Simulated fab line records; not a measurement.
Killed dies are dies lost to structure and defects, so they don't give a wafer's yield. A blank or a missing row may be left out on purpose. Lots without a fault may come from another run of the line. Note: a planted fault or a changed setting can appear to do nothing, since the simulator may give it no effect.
Chamber matching    flow n5 finfet    N5_FIN_SAQP_ETCH_64 on rie si-04: 4 sister chambers
The step etches SiO2 in CF4, target depth 1.5 nm. 4 wafers are shown with their chamber, then 10 later ones without.

== WAFERS PAIRED WITH THEIR CHAMBERS ==
wafer   chamber  throttle valve pct (%)
L082.1  1        21.32
L083.1  2        21.54
L084.3  3        21.54
L084.4  0        21.89

== WAFERS MISSING THEIR CHAMBER ==
wafer   throttle valve pct (%)
L084.6  21.33
L085.3  21.31
L085.5  21.91
L085.6  21.57
L094.3  21.32
L094.5  21.55
L094.6  21.33
L096.1  21.89
L096.4  21.56
L096.5  21.90

== WHICH CHAMBER EACH WENT THROUGH ==
wafer   from the rows above      in truth
L084.6  1                        1
L085.3  1                        1
L085.5  0                        0
L085.6  can't be placed: 2 or 3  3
L094.3  1                        1
L094.5  can't be placed: 2 or 3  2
L094.6  1                        1
L096.1  0                        0
L096.4  can't be placed: 2 or 3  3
L096.5  0                        0
Placed correctly: 7 of 10. Can't be placed from these rows: 3 (the true chamber is among the candidates in 3). Placed wrongly: 0.
How it was worked out, from the rows above alone: a wafer's distance from a chamber is the root of the sum, over the readings, of the square of ((its reading less the chamber's mean) divided by the reading's scatter). If the next closest chamber is less than 2 further off than the closest, the wafer can't be placed; otherwise it belongs to the closest. The mean given for a chamber averages the wafers shown for that chamber. The scatter: with one shown wafer a chamber, the root of the mean of the squares of how far each hidden wafer lies from its nearest shown one.
